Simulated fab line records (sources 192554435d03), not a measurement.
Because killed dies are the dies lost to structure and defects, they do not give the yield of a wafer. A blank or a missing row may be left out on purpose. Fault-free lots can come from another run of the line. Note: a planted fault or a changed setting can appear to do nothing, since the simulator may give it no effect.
Chamber matching    flow n5_finfet    rie_diel-05 running N5_GATE_CUT_ETCH_58: 4 sister chambers
The step etches SiNx in CH3F/O2, target depth 17 nm, time 128.6 s. 20 wafers are shown with their chamber, then 10 later ones without.

WAFERS WITH THEIR CHAMBER
wafer   chamber  showerhead_plenum_p_Torr (Torr)  throttle_valve_pct (%)  drypump_motor_current_A (A)
L076.3  1        2.08                             16.62                   5.92
L076.5  2        1.91                             16.55                   6.07
L076.6  0        2.06                             16.19                   5.63
L077.1  2        1.91                             16.57                   6.02
L077.2  1        2.08                             16.62                   5.91
L077.6  1        2.08                             16.62                   5.90
L078.3  0        2.05                             16.22                   5.62
L078.5  0        2.05                             16.21                   5.65
L078.6  2        1.91                             16.58                   6.02
L080.1  0        2.05                             16.23                   5.60
L080.2  3        2.04                             16.12                   5.64
L080.3  2        1.91                             16.59                   6.04
L081.1  1        2.08                             16.64                   5.92
L081.3  0        2.05                             16.23                   5.60
L081.6  1        2.08                             16.64                   5.92
L088.1  3        2.03                             16.16                   5.63
L088.3  1        2.07                             16.65                   5.93
L088.6  1        2.07                             16.66                   5.92
L090.2  3        2.03                             16.16                   5.61
L090.4  1        2.07                             16.65                   5.92

SIGNATURES, as means of the wafers listed above
reading                   chamber 0  chamber 1  chamber 2  chamber 3  scatter within a chamber
showerhead_plenum_p_Torr  2.0520     2.0762     1.9100     2.0333     0.00457
throttle_valve_pct        16.2160    16.6375    16.5725    16.1467    0.0173
drypump_motor_current_A   5.6200     5.9175     6.0375     5.6267     0.0168
Rule: for a wafer and a chamber, the distance is found by dividing, reading by reading, the gap between the wafer's reading and the chamber's mean by the reading's scatter, squaring, summing and taking the root. If the next closest chamber is less than 2 further off than the closest, the wafer can't be placed; otherwise it belongs to the closest. How the scatter is found: for the shown wafers, subtract from each reading the mean of its chamber, square and add these, divide the total by (wafers less chambers), then take the root.

WAFERS MISSING THEIR CHAMBER
wafer   showerhead_plenum_p_Torr (Torr)  throttle_valve_pct (%)  drypump_motor_current_A (A)
L090.6  2.03                             16.18                   5.60
L093.2  2.07                             16.67                   5.90
L093.4  1.90                             16.64                   6.05
L093.5  1.90                             16.62                   6.05
L094.3  2.07                             16.69                   5.89
L094.4  1.90                             16.65                   6.10
L094.5  2.07                             16.68                   5.89
L095.2  1.90                             16.63                   6.00
L095.3  2.05                             15.80                   5.64
L095.5  1.90                             16.64                   6.00

THE CHAMBER EACH PASSED THROUGH
wafer    from the rows above   in truth
L090.6   3                     3
L093.2   1                     1
L093.4   2                     2
L093.5   2                     2
L094.3   1                     1
L094.4   2                     2
L094.5   1                     1
L095.2   2                     2
L095.3   3                     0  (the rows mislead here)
L095.5   2                     2
9 of 10 placed correctly. Number that these rows cannot place: 0. Wrongly placed: 1.
